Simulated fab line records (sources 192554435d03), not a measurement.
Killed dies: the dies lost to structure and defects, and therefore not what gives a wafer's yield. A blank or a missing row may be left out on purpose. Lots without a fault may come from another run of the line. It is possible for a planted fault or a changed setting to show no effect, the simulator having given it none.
Struck lot and sound lot, side by side :: flow n5-finfet :: 23 steps out of a route of 1938
Sound: these wafers, L893.1, L893.2, L893.4. Wafers L908.1, L908.2, L908.4 were the ones struck. The cause is given at the end.
Each step with rows lists, per side, the tool, then ch with its chambers, then its first start. Under that, the readings that differ: sound wafers :: struck wafers :: difference of the means :: sigmas: that difference in standard deviations of wafers without a fault.
alike: words and numbers the same on both sides, and readings whose means are apart by under 2 such deviations; not compared: readings that were withheld, readings missing a value for some wafer, numbers with overlapping values and no deviation given by the record, and bounds like >300 which may hide the same value.
The two part at a step that has a row with sigmas, a row that says differs or no value, or rows on one side only. When numbers do not overlap yet have no deviation, they are printed without sigmas and do not part them. Lack of a reading on every wafer of one side parts them only where that side has two or more wafers.

first, 11 steps without rows for these wafers: N5_BEOL_M1_DESCUM_16 (chemistry O2, time 7 s); N5_BEOL_M1_ETCH_74 (etches underlayer in N2/H2, target depth 6.5 nm, time 5.2 s); N5_BEOL_M1_ETCH_63 (etches SiARC in CF4, target depth 15.6 nm, time 26 s); N5_BEOL_M1_ETCH_64 (etches SOC in N2/H2, target depth 75 nm, overetch 15 nm, time 112.5 s); N5_BEOL_M1_STRIP_65 (strips in N2/H2); N5_BEOL_M1_STRIP_75 (strips in N2/H2); N5_BEOL_M1_STRIP_66 (strips in CF4); N5_BEOL_M1_HM_OPEN_17 (chemistry Cl2/BCl3, target TiN, target depth 20 nm, overetch 6 nm); N5_BEOL_M1_STRIP_19 (strips in O2); N5_BEOL_M1_COAT_67 (time 60 s, resist thk 60 nm); N5_BEOL_M1_COAT_68 (time 60 s, resist thk 12 nm).
N5_BEOL_M1_COAT_76: time 60 s, resist thk 5 nm.
  sound on litho-track-02 ch 0, day 6 17:43; struck on litho-track-02 ch 0, day 10 08:10
reading: heater-power-total-W (W)
sound: 390.6 391.0 391.0
struck: 555.6 552.6 552.3
difference: +162.6
sigmas: +99 or more

reading: run-length-s (s)
sound: 66.23 66.16 66.03
struck: 40.27 40.28 40.24
difference: -25.88
sigmas: -99 or more
then, 7 steps without rows for these wafers: N5_BEOL_M1_COAT_22 (resist thk 30 nm); N5_BEOL_M1_EBR_24; N5_BEOL_M1_SOFTBAKE_23 (time 60 s); N5_BEOL_M1_EXPOSE_25 (exposes mask V0, defocus 5 nm, target cd 24 nm); N5_BEOL_M1_PEB_26 (peb time 60 s); N5_BEOL_M1_DEVELOP_27 (develop time 30 s); N5_BEOL_M1_DESCUM_33 (chemistry O2, time 7 s).
N5_BEOL_M1_ETCH_77: etches underlayer in N2/H2, target depth 6.5 nm, time 5.2 s.
  sound on rie-diel-03 ch 1,2,3, day 6 18:08; struck on rie-diel-03 ch 1,2,3, day 10 08:43
reading: model.etch.depth-nm (nm)
sound: 4.984 4.993 4.994
struck: 5.06 5.041 5.042
difference: +0.06
sigmas: 
  alike: drypump-motor-current-A, etch-rf-on-time-s, oes-product-au, rf-vpp-V, showerhead-plenum-p-Torr, throttle-valve-pct
  not compared: rf-hours-counter-h
then, 1 step without rows for these wafers: N5_BEOL_M1_ETCH_69 (etches SiARC in CF4, target depth 15.6 nm, time 26 s).
-- the record jumps here: 2 days lie between the struck wafers' starts before and after (it left off in module BEOL_M1 and takes up again in module BEOL_M4, whose first step shown is number 1111 of the route) --
N5_BEOL_M4_RC_MEAS_101:
  sound on prober-01 ch 0, day 8 23:11; struck on prober-02 ch 0, day 12 15:53
  alike: DIBL_N, DIBL_P, IOFF_N, IOFF_P, ION_N, ION_P, SS_N, SS_P, VT_N, VT_P
-- a jump in the record: the struck wafers' starts before and after are 5 days apart (it breaks off in module BEOL_M4 and resumes in module PASSIVATION, where the first step shown is number 1936 of the route) --
N5_PASSIVATION_PROBE_49:
  sound: prober-02 at day 13 10:08; struck: prober-01 at day 17 11:10
reading: killed_at_M4_up
sound: 6 6 3
struck: 16 18
difference: +12
sigmas: +2
  alike: defect-limited-yield, killed_at_M0_to_M3, killed-at-contacts, killed-at-front-end, killed-at-other, killed-dies, killed-on-rim, killed-open, killed-short, sort_bin_5_function, sort_bin_6_memory, sort-n-pass, sort-yield-pct

WHERE THEY PART
At N5_BEOL_M1_COAT_76 first; at N5_PASSIVATION_PROBE_49 last (within this record only).

WHY: what the simulator had put in
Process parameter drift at N5_BEOL_M1_COAT_76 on litho-track-02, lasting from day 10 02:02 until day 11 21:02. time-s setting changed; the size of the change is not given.
